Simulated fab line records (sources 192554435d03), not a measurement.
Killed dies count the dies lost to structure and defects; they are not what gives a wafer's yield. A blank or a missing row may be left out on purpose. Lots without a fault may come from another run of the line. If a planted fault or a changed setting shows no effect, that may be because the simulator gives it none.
Struck lot and sound lot, side by side ; flow n5-finfet ; 16 out of 1938 route steps
Sound: these wafers, L814.1, L814.2, L814.4. Struck: wafers L827.2, L827.3, L827.4. The cause comes at the end.
For every step that has rows: the tool of each side, followed by ch and its chambers, followed by its first start. Under that, the readings that differ: sound wafers ; struck wafers ; difference of the means ; sigmas: that difference in standard deviations of wafers without a fault.
alike: same words and numbers on both sides, and readings whose means sit less than 2 such deviations apart. not compared: any withheld reading, any reading some wafer has no value for, any bound like >300 that may hide the same value, and any number with overlapping values for which the record gives no deviation.
A row with sigmas, a row that says differs or no value, or rows on one side alone: a step with any of these is where the two part. Numbers that don't overlap but have no deviation are shown without sigmas and don't part them. A reading missing from all wafers of one side parts the sides only when that side holds two or more wafers.

N5_WELL_APT_OVL_MEAS_09:
  sound on overlay-01 ch 0, day 3 07:35; struck on overlay-02 ch 0, day 6 13:35
  alike: NWELL_OVL
N5_WELL_APT_INSPECT_10: inspects for defects (macro).
  sound: defect-inspect-02 at day 3 07:37; struck: defect-inspect-01 at day 6 13:37
  alike: raw-defect-count
N5_WELL_APT_DESCUM_13: chemistry O2, time 7.9 s.
  sound on rie-diel-05 ch 1,2,3, day 3 07:39; struck on rie-diel-05 ch 0,2,3, day 6 14:07
  alike: drypump-motor-current-A, oes-product-au, rf-vpp-V, showerhead-plenum-p-Torr, throttle-valve-pct
  not compared: rf-hours-counter-h
then, 9 steps without rows for these wafers: N5_WELL_APT_IMPLANT_14; N5_WELL_APT_IMPLANT_15; N5_WELL_APT_STRIP_16 (strips in SPM, time 900 s); N5_WELL_APT_HMDS_18 (time 60 s); N5_WELL_APT_COAT_19 (resist thk 950 nm); N5_WELL_APT_EBR_21; N5_WELL_APT_SOFTBAKE_20 (time 60 s); N5_WELL_APT_EXPOSE_22 (exposes mask PWELL, defocus 0 nm, target cd 200 nm); N5_WELL_APT_PEB_23 (peb time 90 s).
N5_WELL_APT_DEVELOP_24: develop time 45 s.
  sound on litho-track-01 ch 0, day 3 08:35; struck on litho-track-03, day 6 15:10
  no value came back on the struck wafers for chill-plate-temp-C (C), develop-time-s (s); on the sound wafers chill-plate-temp-C (C) reads 23.07 22.98 23.13
reading;sound;struck;difference;sigmas
model.coat_of_WELL_APT_COAT_19.thk-nm (nm);935.6 933.9 931.7;946 948.8 948.3;+14;
then, 1 step without rows for these wafers: N5_WELL_APT_HARDBAKE_29 (time 120 s).
N5_WELL_APT_CD_MEAS_25: target cd 200 nm.
  sound on cd-sem-03 ch 0, day 3 08:42; struck on cd-sem-03 ch 0, day 6 15:16
reading;sound;struck;difference;sigmas
cd-nm (nm);198.6 197.3 199.7;- - -;no value on the struck wafers;
N5_WELL_APT_OVL_MEAS_26:
  sound on overlay-01 ch 0, day 3 08:44; struck on overlay-01 ch 0, day 6 15:18
reading;sound;struck;difference;sigmas
PWELL_OVL (nm);4 -7 -6;- - -;no value on the struck wafers;

## WHERE THEY PART
At N5_WELL_APT_DEVELOP_24 first; at N5_WELL_APT_OVL_MEAS_26 last (within this record only).

WHY: whatever the simulator had introduced
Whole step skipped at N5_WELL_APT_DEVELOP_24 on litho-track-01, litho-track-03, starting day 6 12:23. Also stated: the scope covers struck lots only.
